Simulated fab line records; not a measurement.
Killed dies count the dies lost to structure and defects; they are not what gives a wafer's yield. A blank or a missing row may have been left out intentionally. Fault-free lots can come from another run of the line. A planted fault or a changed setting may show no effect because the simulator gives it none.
fab line records	flow nand-harc
[record] lots = 24	wafers = 72	last-day = 24
route steps=1159 shown P_CONTACT@248 P_M0@272 P_M1@298
lots with no fault: from the same line, run without faults
start-h: hours from the record's opening day to when the first of the lot's shown wafers began	wait-h: how many hours have passed since the lot's step before this one	" as in the row above	L1.1+2: several wafers, shown together as one row	- either no value or no given start	* or withheld: withheld	< > ~ a bound
route shown NAME@n: NAME is a module with steps in the file, n the number in the route of the first one	usual: mean/standard deviation taken from wafers without a fault	same: alike in all rows	chamber/n: place in a boat	sites: readings site by site	_std_site: the values' standard deviation	_edge_site: the outer-site mean with the inner-site mean subtracted	radius-mm: how far each site lies from the wafer's centre	mask NAME#n: copy n	behind: the tool/chamber that last shaped the wafer	hold: cause of the lot's hold/its duration in hours/its outcome	device: names the non-switching transistor (n, p or np)	end of line: at the end of the route, the tests of the same wafers	a step given without rows: its recipe and nothing more	killed: the dies lost at the first sort to structure and to defects; this is not the yield of the wafer	map: the dies of a wafer, with x for killed, . for not killed, _ for no die there
set.NAME: the setting the step ran with; set.NAME@STEP: the setting that earlier step ran with	model.NAME: the simulator's own value behind a step, which no gauge read
steps of the route over a sample of lots; a table a step, a row a wafer
services: the hour from which a tool's chamber was out of use, counted from the record's first day as start-h (under 0 if before that day), plus the number of hours and why
[[steps]]
[step NHARC_P_CONTACT_CVD_23]
[recipe] target-thk-a = 2000	temp-c = 300	pressure-torr = 40	wf6-flow-sccm = 40	h2-flow-sccm = 1600	ar-flow-sccm = 1560	time-s = 557	material = W
[usual] heater-power-w = 492/26	susceptor-temp-C = 300.00/0.21	throttle-valve-pct = 7.92/0.19
lot.wafer	tool	chamber	start-h	wait-h	heater-power-w	susceptor-temp-C	throttle-valve-pct
L075.1	cvd-w-02	1	-	-	533	-	7.59
L075.4	"	1	"	"	549	-	8.03
L075.3	"	0	"	"	480	-	7.75
L074.2	cvd-w-02	0	-	-	480	300.07	7.67
L074.1	"	1	"	"	543	299.79	7.72
L074.3	"	0	"	"	488	299.84	7.99
L077.2	cvd-w-02	1	-	-	558	299.99	7.84
L077.5	"	1	"	"	549	300.10	7.78
L077.6	"	0	"	"	484	300.23	8.20
L076.3	cvd-w-02	0	-	-	481	-	7.87
L076.5	"	0	"	"	490	-	7.80
L076.6	"	1	"	"	533	-	7.69
L078.1	cvd-w-02	0	-	-	480	299.96	7.72
L078.4	"	0	"	"	480	299.91	7.98
L078.5	"	0	"	"	476	300.11	7.73
L079.2	cvd-w-02	0	-	-	485	300.36	7.64
L079.3	"	0	"	"	469	300.13	7.62
L079.4	"	1	"	"	547	299.69	8.05
L080.2	cvd-w-01	1	-	-	456	300.61	8.04
L080.4	"	1	"	"	448	300.04	7.73
L080.3	"	0	"	"	491	300.31	7.78
L081.2	cvd-w-01	0	-	-	499	-	7.87
L081.1	"	1	"	"	454	-	7.88
L081.4	"	1	"	"	461	-	7.69
L082.2	cvd-w-01	1	-	-	452	-	7.96
L082.4	"	1	"	"	463	-	7.66
L082.3	"	0	"	"	491	-	7.94
L083.2	cvd-w-02	1	-	-	534	-	7.80
L083.1	"	0	"	"	487	-	7.61
L083.4	"	1	"	"	535	-	7.88
L084.2	cvd-w-01	1	-	-	463	299.89	8.03
L084.4	"	0	"	"	488	299.85	8.01
L084.5	"	1	"	"	460	299.86	7.87
L086.4	cvd-w-01	0	-	-	487	300.03	8.14
L086.3	"	1	"	"	461	299.97	7.91
L086.6	"	0	"	"	492	300.03	8.28
L085.1	cvd-w-01	0	-	-	488	-	8.05
L085.3	"	0	"	"	491	-	8.32
L085.6	"	1	"	"	459	-	7.85
L088.2	cvd-w-01	1	-	-	468	300.10	7.86
L088.4	"	0	"	"	493	299.76	7.86
L088.5	"	0	"	"	498	299.78	8.08
L087.1	cvd-w-02	0	-	-	496	-	8.06
L087.2	"	1	"	"	522	-	7.88
L087.4	"	1	"	"	548	-	7.79
L089.2	cvd-w-01	0	-	-	501	299.55	8.13
L089.4	"	0	"	"	496	299.89	7.89
L089.3	"	1	"	"	477	300.34	7.90
L090.3	cvd-w-01	0	-	-	500	299.75	7.92
L090.6	"	1	"	"	451	299.94	7.67
L090.5	"	0	"	"	508	299.94	8.01
L092.1	cvd-w-02	0	-	-	490	-	8.09
L092.2	"	1	"	"	510	-	7.79
L092.6	"	0	"	"	496	-	7.87
L091.4	cvd-w-01	0	-	-	496	299.92	8.15
L091.3	"	1	"	"	449	299.98	8.25
L091.5	"	0	"	"	493	300.20	8.10
L093.4	cvd-w-01	1	-	-	457	299.95	8.06
L093.3	"	0	"	"	496	300.30	8.11
L093.5	"	1	"	"	466	300.28	8.06
L094.4	cvd-w-02	0	-	-	508	299.93	7.96
L094.3	"	1	"	"	516	299.69	8.02
L094.6	"	0	"	"	490	299.73	7.73
L095.1	cvd-w-01	1	-	-	457	300.00	7.80
L095.4	"	1	"	"	467	300.06	8.03
L095.6	"	0	"	"	491	299.85	8.03
L097.1	cvd-w-01	0	-	-	492	300.00	8.01
L097.4	"	0	"	"	487	299.78	8.18
L097.3	"	1	"	"	463	299.65	8.03
L096.1	cvd-w-02	0	-	-	496	300.16	8.02
L096.4	"	0	"	"	493	300.02	8.05
L096.3	"	1	"	"	513	300.18	7.73
[step NHARC_P_CONTACT_CMP_24]
[recipe] t-overpolish-s = 30	target-thk-nm = 200
[usual] motor-current-A = 12.7/1.1	overpolish-run-s = 30.001/0.0094	time-to-endpoint-s = 39.3/2
lot.wafer	tool	chamber	start-h	wait-h	motor-current-A	overpolish-run-s	time-to-endpoint-s
L075.1	cmp-03	0	114.42	0.6	12.5	29.998	36.0
L075.3	"	1	"	"	14.0	29.997	36.4
L075.4	"	3	"	"	11.8	30.000	36.4
L074.1	cmp-02	2	120.05	0.5	13.1	29.997	40.2
L074.2	"	3	"	"	13.0	30.004	40.4
L074.3	"	1	"	"	10.3	29.999	39.9
L077.2	cmp-01	1	131.41	0.6	13.9	29.999	38.4
L077.5	"	0	"	"	11.7	29.997	37.7
L077.6	"	1	"	"	13.5	29.998	40.6
L076.3	cmp-03	3	132.00	0.5	11.5	30.012	39.1
L076.5	"	0	"	"	12.5	30.011	37.1
L076.6	"	1	"	"	13.8	30.009	36.7
L078.4	cmp-03	2	136.79	0.3	13.7	30.005	41.5
L078.1	"	3	"	"	11.2	30.007	37.7
L078.5	"	3	"	"	11.5	29.987	38.8
L079.2	cmp-01	3	138.58	0.6	12.7	30.011	39.6
L079.4	"	0	"	"	10.9	30.020	39.7
L079.3	"	2	"	"	13.6	30.008	43.1
L080.3	cmp-02	0	157.76	0.3	12.2	29.992	38.2
L080.2	"	1	"	"	10.2	30.010	37.8
L080.4	"	2	"	"	12.7	29.991	36.1
L081.1	cmp-02	0	158.29	0.5	12.4	30.020	38.4
L081.4	"	1	"	"	9.4	30.000	39.4
L081.2	"	2	"	"	13.3	30.002	40.5
L082.3	cmp-03	2	162.57	0.3	13.4	30.000	44.3
L082.4	"	3	"	"	11.3	29.988	42.7
L082.2	"	0	"	"	12.7	30.008	42.1
L083.4	cmp-01	1	171.51	0.4	14.0	30.012	40.3
L083.1	"	2	"	"	13.4	30.005	39.0
L083.2	"	3	"	"	12.2	30.005	38.2
L084.4	cmp-03	1	176.98	0.4	13.3	29.980	40.7
L084.2	"	2	"	"	12.7	30.004	39.2
L084.5	"	2	"	"	14.0	29.988	40.5
L086.3	cmp-03	3	193.91	0.3	10.8	30.001	38.3
L086.4	"	0	"	"	12.7	29.991	36.7
L086.6	"	1	"	"	13.8	29.999	36.5
L085.1	cmp-01	2	194.40	0.5	13.5	30.002	40.7
L085.3	"	1	"	"	13.0	29.987	38.3
L085.6	"	2	"	"	12.6	30.002	39.7
L088.4	cmp-03	1	194.94	0.4	14.1	29.996	37.2
L088.2	"	2	"	"	13.6	30.001	42.4
L088.5	"	2	"	"	14.0	29.997	40.4
L087.4	cmp-01	1	196.01	0.3	14.1	30.014	39.8
L087.1	"	3	"	"	11.7	30.015	41.2
L087.2	"	0	"	"	11.5	30.001	38.2
L089.2	cmp-03	0	202.88	0.6	12.7	30.004	38.4
L089.4	"	1	"	"	13.8	30.012	37.0
L089.3	"	3	"	"	11.5	30.012	35.8
L090.3	cmp-02	3	204.39	0.3	13.0	29.997	39.8
L090.5	"	1	"	"	9.9	29.994	37.5
L090.6	"	2	"	"	13.1	30.005	39.7
L092.2	cmp-02	3	224.40	0.5	13.3	30.007	41.7
L092.1	"	2	"	"	13.7	30.006	41.5
L092.6	"	0	"	"	11.9	30.010	42.1
L091.3	cmp-01	0	224.69	0.3	11.5	29.997	41.0
L091.4	"	1	"	"	14.5	30.002	43.2
L091.5	"	1	"	"	14.0	29.999	43.3
L093.4	cmp-03	2	226.39	0.4	13.1	30.011	38.8
L093.3	"	1	"	"	14.3	30.011	42.0
L093.5	"	2	"	"	13.7	29.969	37.1
L094.4	cmp-02	2	234.15	0.4	13.3	30.012	37.7
L094.3	"	1	"	"	9.9	29.990	38.4
L094.6	"	3	"	"	12.9	29.997	43.0
L095.4	cmp-01	0	241.22	0.4	12.2	29.981	38.5
L095.1	"	2	"	"	13.3	30.001	38.2
L095.6	"	0	"	"	11.5	30.008	38.4
L097.3	cmp-03	1	244.81	0.3	14.1	30.003	40.3
L097.1	"	2	"	"	13.3	29.989	40.6
L097.4	"	3	"	"	11.1	30.010	37.7
L096.3	cmp-03	2	245.14	0.3	13.9	30.003	40.2
L096.1	"	3	"	"	12.0	29.983	39.1
L096.4	"	0	"	"	12.8	30.012	36.3
[step NHARC_P_CONTACT_INSPECT_27]
[usual] raw-defect-count = 271/100
lot.wafer	tool	chamber	start-h	wait-h	raw-defect-count
L075.1	defect-inspect-01	-	114.82	0.1	199
L075.3	"	-	"	"	192
L075.4	"	-	"	"	166
L074.1	defect-inspect-02	-	120.46	0.1	142
L074.2	"	-	"	"	174
L074.3	"	-	"	"	157
L077.2	defect-inspect-02	-	131.79	0.1	235
L077.5	"	-	"	"	340
L077.6	"	-	"	"	396
L076.3	defect-inspect-02	-	132.33	0.1	283
L076.5	"	-	"	"	308
L076.6	"	-	"	"	386
L078.1	defect-inspect-01	-	137.19	0.1	310
L078.4	"	-	"	"	197
L078.5	"	-	"	"	366
L079.2	defect-inspect-02	-	138.98	0.1	426
L079.3	"	-	"	"	422
L079.4	"	-	"	"	266
L080.2	defect-inspect-01	-	158.14	0.1	324
L080.3	"	-	"	"	341
L080.4	"	-	"	"	439
L081.1	defect-inspect-01	-	158.67	0.1	217
L081.2	"	-	"	"	351
L081.4	"	-	"	"	159
L082.2	defect-inspect-02	-	162.97	0.1	256
L082.3	"	-	"	"	223
L082.4	"	-	"	"	437
L083.1	defect-inspect-01	-	171.91	0.1	296
L083.2	"	-	"	"	323
L083.4	"	-	"	"	529
L084.2	defect-inspect-02	-	177.39	0.1	322
L084.4	"	-	"	"	232
L084.5	"	-	"	"	220
L086.3	defect-inspect-02	-	194.27	0.1	189
L086.4	"	-	"	"	183
L086.6	"	-	"	"	231
L085.1	defect-inspect-02	-	194.80	0.1	293
L085.3	"	-	"	"	246
L085.6	"	-	"	"	131
L088.2	defect-inspect-02	-	195.34	0.1	246
L088.4	"	-	"	"	173
L088.5	"	-	"	"	265
L087.1	defect-inspect-02	-	196.42	0.1	177
L087.2	"	-	"	"	258
L087.4	"	-	"	"	284
L089.2	defect-inspect-01	-	203.28	0.1	472
L089.3	"	-	"	"	200
L089.4	"	-	"	"	215
L090.3	defect-inspect-01	-	204.74	0.1	157
L090.5	"	-	"	"	156
L090.6	"	-	"	"	236
L092.1	defect-inspect-01	-	224.80	0.1	345
L092.2	"	-	"	"	499
L092.6	"	-	"	"	386
L091.3	defect-inspect-01	-	225.10	0.1	206
L091.4	"	-	"	"	239
L091.5	"	-	"	"	176
L093.3	defect-inspect-02	-	226.79	0.1	347
L093.4	"	-	"	"	172
L093.5	"	-	"	"	362
L094.3	defect-inspect-02	-	234.57	0.1	312
L094.4	"	-	"	"	226
L094.6	"	-	"	"	167
L095.1	defect-inspect-02	-	241.62	0.1	320
L095.4	"	-	"	"	258
L095.6	"	-	"	"	190
L097.1	defect-inspect-02	-	245.21	0.1	193
L097.3	"	-	"	"	267
L097.4	"	-	"	"	195
L096.1	defect-inspect-02	-	245.54	0.1	316
L096.3	"	-	"	"	327
L096.4	"	-	"	"	288
[step NHARC_P_M0_DEGAS_28]
[recipe] temp-c = 250	time-s = 60
[usual] heater-power-w = 327/19	susceptor-temp-C = 249.97/0.16
lot.wafer	tool	chamber	start-h	wait-h	heater-power-w	susceptor-temp-C
L075.3	pvd-sputter-01	-	116.84	-	367	250.33
L075.4	"	-	"	"	302	249.91
L075.1	"	-	"	"	298	249.89
L074.3	pvd-sputter-01	-	122.62	-	356	250.05
L074.1	"	-	"	"	295	249.92
L074.2	"	-	"	"	322	249.92
L077.2	pvd-sputter-01	-	133.80	-	314	249.80
L077.5	"	-	"	"	327	249.80
L077.6	"	-	"	"	297	249.95
L076.3	pvd-sputter-03	-	134.39	-	340	249.70
L076.5	"	-	"	"	335	249.74
L076.6	"	-	"	"	346	250.00
L078.1	pvd-sputter-02	-	139.08	-	302	249.92
L078.4	"	-	"	"	317	249.94
L078.5	"	-	"	"	310	249.69
L079.4	pvd-sputter-01	-	141.00	-	363	249.91
L079.3	"	-	"	"	317	249.85
L079.2	"	-	"	"	299	249.91
L080.3	pvd-sputter-03	-	160.14	-	347	250.08
L080.4	"	-	"	"	331	249.96
L080.2	"	-	"	"	329	250.08
L081.2	pvd-sputter-03	-	160.67	-	337	250.14
L081.1	"	-	"	"	322	249.99
L081.4	"	-	"	"	337	249.97
L082.4	pvd-sputter-03	-	165.01	-	344	-
L082.2	"	-	"	"	341	-
L082.3	"	-	"	"	339	-
L083.4	pvd-sputter-03	-	173.92	-	338	250.13
L083.1	"	-	"	"	325	249.87
L083.2	"	-	"	"	346	250.20
L084.2	pvd-sputter-03	-	179.41	-	341	249.85
L084.4	"	-	"	"	333	250.04
L084.5	"	-	"	"	336	250.11
L086.4	pvd-sputter-01	-	196.28	-	295	249.80
L086.3	"	-	"	"	327	250.28
L086.6	"	-	"	"	364	250.14
L085.1	pvd-sputter-02	-	196.70	-	315	249.93
L085.3	"	-	"	"	307	250.06
L085.6	"	-	"	"	299	249.93
L088.4	pvd-sputter-03	-	197.35	-	330	250.09
L088.2	"	-	"	"	341	249.81
L088.5	"	-	"	"	343	249.92
L087.2	pvd-sputter-01	-	198.45	-	290	249.97
L087.4	"	-	"	"	320	249.99
L087.1	"	-	"	"	358	250.05
L089.2	pvd-sputter-03	-	205.35	-	335	250.25
L089.3	"	-	"	"	317	250.15
L089.4	"	-	"	"	333	249.65
L090.3	pvd-sputter-02	-	206.75	-	308	250.02
L090.5	"	-	"	"	305	250.30
L090.6	"	-	"	"	303	249.96
L092.2	pvd-sputter-01	-	226.68	-	297	249.80
L092.1	"	-	"	"	304	249.79
L092.6	"	-	"	"	354	249.93
L091.4	pvd-sputter-03	-	227.11	-	329	-
L091.3	"	-	"	"	328	-
L091.5	"	-	"	"	344	-
L093.3	pvd-sputter-03	-	228.79	-	318	250.08
L093.4	"	-	"	"	339	249.95
L093.5	"	-	"	"	324	250.10
L094.3	pvd-sputter-03	-	236.74	-	333	249.89
L094.4	"	-	"	"	343	250.02
L094.6	"	-	"	"	341	249.95
L095.1	pvd-sputter-01	-	243.65	-	300	-
L095.4	"	-	"	"	303	-
L095.6	"	-	"	"	332	-
L097.1	pvd-sputter-02	-	247.22	-	334	249.93
L097.3	"	-	"	"	316	249.52
L097.4	"	-	"	"	319	249.98
L096.1	pvd-sputter-03	-	247.61	-	340	250.06
L096.4	"	-	"	"	344	249.98
L096.3	"	-	"	"	337	249.61
[step NHARC_P_M0_PVD_21]
[recipe] target-thk-a = 300	chamber-pressure-pa = 5	power-w = 5000	substrate-temp-c = 30	time-s = 20.49	material = Cu
[usual] throttle-valve-pct = 29.7/1.1
lot.wafer	tool	chamber	start-h	wait-h	throttle-valve-pct
L075.1	pvd-sputter-01	-	-	-	27.4
L075.4	"	-	"	"	30.7
L075.3	"	-	"	"	29.6
L074.1	pvd-sputter-01	-	-	-	29.9
L074.3	"	-	"	"	29.3
L074.2	"	-	"	"	27.8
L077.2	pvd-sputter-01	-	-	-	29.7
L077.5	"	-	"	"	29.5
L077.6	"	-	"	"	27.6
L076.3	pvd-sputter-03	-	-	-	28.6
L076.6	"	-	"	"	28.8
L076.5	"	-	"	"	30.9
L078.4	pvd-sputter-02	-	-	-	30.6
L078.1	"	-	"	"	30.5
L078.5	"	-	"	"	30.6
L079.4	pvd-sputter-01	-	-	-	30.8
L079.3	"	-	"	"	30.1
L079.2	"	-	"	"	27.5
L080.4	pvd-sputter-03	-	-	-	29.4
L080.2	"	-	"	"	30.3
L080.3	"	-	"	"	28.8
L081.4	pvd-sputter-03	-	-	-	31.0
L081.1	"	-	"	"	29.1
L081.2	"	-	"	"	28.8
L082.2	pvd-sputter-03	-	-	-	30.8
L082.4	"	-	"	"	30.3
L082.3	"	-	"	"	28.4
L083.1	pvd-sputter-03	-	-	-	28.9
L083.2	"	-	"	"	30.8
L083.4	"	-	"	"	28.9
L084.4	pvd-sputter-03	-	-	-	28.9
L084.2	"	-	"	"	29.4
L084.5	"	-	"	"	28.7
L086.4	pvd-sputter-01	-	-	-	27.4
L086.3	"	-	"	"	29.4
L086.6	"	-	"	"	27.3
L085.3	pvd-sputter-02	-	-	-	30.1
L085.1	"	-	"	"	31.3
L085.6	"	-	"	"	30.8
L088.4	pvd-sputter-03	-	-	-	29.5
L088.2	"	-	"	"	28.8
L088.5	"	-	"	"	29.5
L087.1	pvd-sputter-01	-	-	-	28.8
L087.2	"	-	"	"	30.5
L087.4	"	-	"	"	29.6
L089.2	pvd-sputter-03	-	-	-	30.9
L089.3	"	-	"	"	29.3
L089.4	"	-	"	"	29.0
L090.3	pvd-sputter-02	-	-	-	30.5
L090.6	"	-	"	"	31.1
L090.5	"	-	"	"	30.3
L092.2	pvd-sputter-01	-	-	-	28.6
L092.1	"	-	"	"	29.6
L092.6	"	-	"	"	28.3
L091.4	pvd-sputter-03	-	-	-	29.3
L091.3	"	-	"	"	28.7
L091.5	"	-	"	"	29.4
L093.4	pvd-sputter-03	-	-	-	30.2
L093.3	"	-	"	"	29.4
L093.5	"	-	"	"	30.3
L094.4	pvd-sputter-03	-	-	-	28.5
L094.3	"	-	"	"	31.0
L094.6	"	-	"	"	30.2
L095.4	pvd-sputter-01	-	-	-	29.6
L095.1	"	-	"	"	28.4
L095.6	"	-	"	"	30.3
L097.4	pvd-sputter-02	-	-	-	30.9
L097.1	"	-	"	"	30.2
L097.3	"	-	"	"	30.0
L096.3	pvd-sputter-03	-	-	-	29.2
L096.1	"	-	"	"	30.2
L096.4	"	-	"	"	28.9
[step NHARC_P_M1_DESCUM_14]
[recipe] time-s = 3	o2-flow-sccm = 200	ar-flow-sccm = 0	bias-power-w = 0	chemistry = O2
[usual] drypump-motor-current-A = 5.7/0.39	oes-product-au = 0.998/0.0068	rf-vpp-V = 57.7/0.85	showerhead-plenum-p-Torr = 1.88/0.078	throttle-valve-pct = 11.312/0.0085
lot.wafer	tool	chamber	start-h	wait-h	drypump-motor-current-A	oes-product-au	rf-hours-counter-h	rf-vpp-V	showerhead-plenum-p-Torr	throttle-valve-pct
L075.1	rie-diel-01	3	120.41	0.1	5.4	1.004	3	57.3	1.86	11.308
L075.4	"	0	"	"	5.6	1.010	4	57.0	1.81	11.311
L075.3	"	2	"	"	5.7	1.002	4	57.7	1.89	11.330
L074.3	rie-diel-06	1	125.86	0.1	5.2	0.999	4	57.2	1.79	11.308
L074.1	"	2	"	"	5.9	1.000	4	56.0	1.79	11.306
L074.2	"	3	"	"	5.4	1.000	4	57.4	2.01	11.319
L077.2	rie-diel-03	2	136.98	0.1	5.9	1.011	6	57.0	1.91	11.306
L077.5	"	1	"	"	5.1	0.993	-	58.1	2.00	11.307
L077.6	"	2	"	"	5.8	1.012	-	57.7	1.91	11.315
L076.3	rie-diel-01	1	137.44	0.1	5.5	1.000	4	58.2	1.92	11.323
L076.5	"	3	"	"	5.4	0.993	-	58.6	1.86	11.306
L076.6	"	0	"	"	5.5	1.005	-	57.5	1.81	11.302
L078.1	rie-diel-03	0	142.22	0.1	6.1	0.999	6	57.7	1.87	11.308
L078.4	"	2	"	"	5.8	1.011	6	59.2	1.91	11.312
L078.5	"	3	"	"	6.1	1.004	-	57.9	1.95	11.317
L079.2	rie-diel-06	1	144.01	0.1	5.2	1.002	5	56.8	1.80	11.319
L079.4	"	3	"	"	5.4	1.001	5	58.4	2.01	11.303
L079.3	"	0	"	"	6.3	0.991	5	58.3	1.81	11.321
L080.4	rie-diel-06	2	163.28	0.1	5.9	1.007	6	55.9	1.79	11.320
L080.2	"	3	"	"	5.4	0.997	6	59.0	2.01	11.316
L080.3	"	0	"	"	6.3	1.003	6	57.3	1.81	11.308
L081.4	rie-diel-06	1	163.86	0.1	5.2	0.994	6	57.9	1.79	11.319
L081.2	"	2	"	"	5.9	1.000	6	57.2	1.79	11.299
L081.1	"	3	"	"	5.4	1.006	7	58.9	2.01	11.313
L082.3	rie-diel-06	1	168.53	0.1	5.2	1.009	6	57.4	1.79	11.303
L082.4	"	2	"	"	5.9	0.998	7	56.8	1.79	11.319
L082.2	"	3	"	"	5.4	1.004	7	57.6	2.01	11.315
L083.2	rie-diel-03	0	177.04	0.1	6.1	0.992	8	58.2	1.87	11.318
L083.1	"	1	"	"	5.0	0.986	8	60.0	2.00	11.294
L083.4	"	2	"	"	5.9	0.991	7	57.6	1.91	11.314
L084.4	rie-diel-06	2	182.54	0.1	5.9	0.994	8	56.7	1.79	11.312
L084.2	"	1	"	"	5.2	0.984	8	58.0	1.79	11.318
L084.5	"	2	"	"	5.9	0.995	-	58.2	1.79	11.317
L086.3	rie-diel-01	0	199.51	0.1	5.5	0.999	1	58.7	1.81	11.311
L086.4	"	0	"	"	5.5	1.001	-	56.3	1.81	11.316
L086.6	"	1	"	"	5.5	1.000	-	58.1	1.91	11.325
L085.3	rie-diel-03	3	199.85	0.1	6.1	1.000	10	57.9	1.95	11.304
L085.1	"	0	"	"	6.1	1.000	10	56.3	1.87	11.306
L085.6	"	2	"	"	5.8	1.009	-	58.3	1.91	11.323
L088.2	rie-diel-01	0	200.47	0.1	5.6	1.008	1	57.5	1.81	11.295
L088.4	"	1	"	"	5.5	1.002	-	58.6	1.91	11.307
L088.5	"	0	"	"	5.6	0.997	-	57.4	1.81	11.318
L087.2	rie-diel-01	2	201.72	0.1	5.7	0.998	1	58.9	1.89	11.310
L087.4	"	3	"	"	5.4	1.005	1	57.5	1.86	11.308
L087.1	"	1	"	"	5.5	0.997	2	57.3	1.92	11.310
L089.2	rie-diel-06	3	208.37	0.1	5.4	0.989	11	58.0	2.01	11.316
L089.3	"	2	"	"	5.9	0.990	10	57.7	1.78	11.319
L089.4	"	2	"	"	5.9	0.992	-	56.3	1.78	11.317
L090.3	rie-diel-03	1	209.89	0.1	5.0	0.999	10	57.0	2.00	11.326
L090.6	"	1	"	"	5.0	1.003	-	57.4	2.00	11.320
L090.5	"	2	"	"	5.9	1.004	-	57.2	1.91	11.320
L092.2	rie-diel-06	2	229.89	0.1	5.9	0.984	12	56.6	1.78	11.319
L092.1	"	3	"	"	5.4	0.990	12	58.9	2.01	11.305
L092.6	"	2	"	"	5.9	0.996	-	58.2	1.78	11.310
L091.4	rie-diel-03	3	230.24	0.1	6.1	0.986	0	57.6	1.95	11.316
L091.3	"	0	"	"	6.1	0.987	0	58.0	1.87	11.312
L091.5	"	3	"	"	6.1	0.992	-	56.7	1.95	11.320
L093.3	rie-diel-06	1	231.92	0.1	5.2	1.004	11	57.1	1.79	11.323
L093.4	"	2	"	"	5.9	0.996	-	58.7	1.78	11.312
L093.5	"	0	"	"	6.3	0.995	-	57.8	1.80	11.313
L094.4	rie-diel-03	2	239.86	0.1	5.8	1.005	1	58.4	1.91	11.319
L094.3	"	3	"	"	6.1	0.992	1	58.0	1.95	11.308
L094.6	"	2	"	"	5.9	1.011	-	57.4	1.91	11.303
L095.4	rie-diel-03	1	246.76	0.1	5.0	1.004	1	58.0	2.00	11.310
L095.1	"	2	"	"	5.8	1.010	1	56.9	1.91	11.302
L095.6	"	2	"	"	5.8	1.010	-	58.9	1.91	11.309
L097.4	rie-diel-06	0	251.01	0.1	6.3	0.989	0	57.3	1.80	11.311
L097.1	"	1	"	"	5.1	0.994	0	56.6	1.79	11.305
L097.3	"	2	"	"	5.9	1.003	0	57.6	1.78	11.303
L096.3	rie-diel-01	3	251.15	0.1	5.4	0.999	3	57.0	1.86	11.296
L096.1	"	1	"	"	5.5	0.993	3	58.7	1.91	11.316
L096.4	"	2	"	"	5.7	0.988	2	56.7	1.89	11.315
[[services]]
tool	chamber	start-h	hours	kind
pvd-sputter-02	-	92.15	3.7	repair
pvd-sputter-03	-	102.00	10.0	pm
rie-diel-03	2	107.75	3.3	repair
cvd-w-01	-	111.00	13.0	pm
cmp-01	-	146.71	1.7	repair
cmp-03	-	157.15	4.0	pm
pvd-sputter-01	-	158.05	10.0	pm
cvd-w-02	-	161.56	3.6	repair
pvd-sputter-03	-	162.06	2.9	repair
rie-diel-06	-	176.75	0.8	repair
cmp-01	-	176.94	2.2	repair
cmp-01	-	179.57	4.0	pm
cmp-03	-	191.87	0.6	repair
cvd-w-02	-	200.82	13.0	pm
rie-diel-06	1	201.22	9.3	repair
cvd-w-01	1	205.70	10.8	repair
pvd-sputter-02	-	214.00	10.0	pm
rie-diel-03	-	215.40	9.0	pm
pvd-sputter-03	-	221.09	3.8	repair
cvd-w-01	-	228.32	0.6	repair
cmp-03	-	230.98	1.9	repair
rie-diel-06	3	231.52	7.3	repair
cmp-03	-	238.33	4.0	repair
rie-diel-06	-	241.25	9.0	pm
[[key]]
fault none
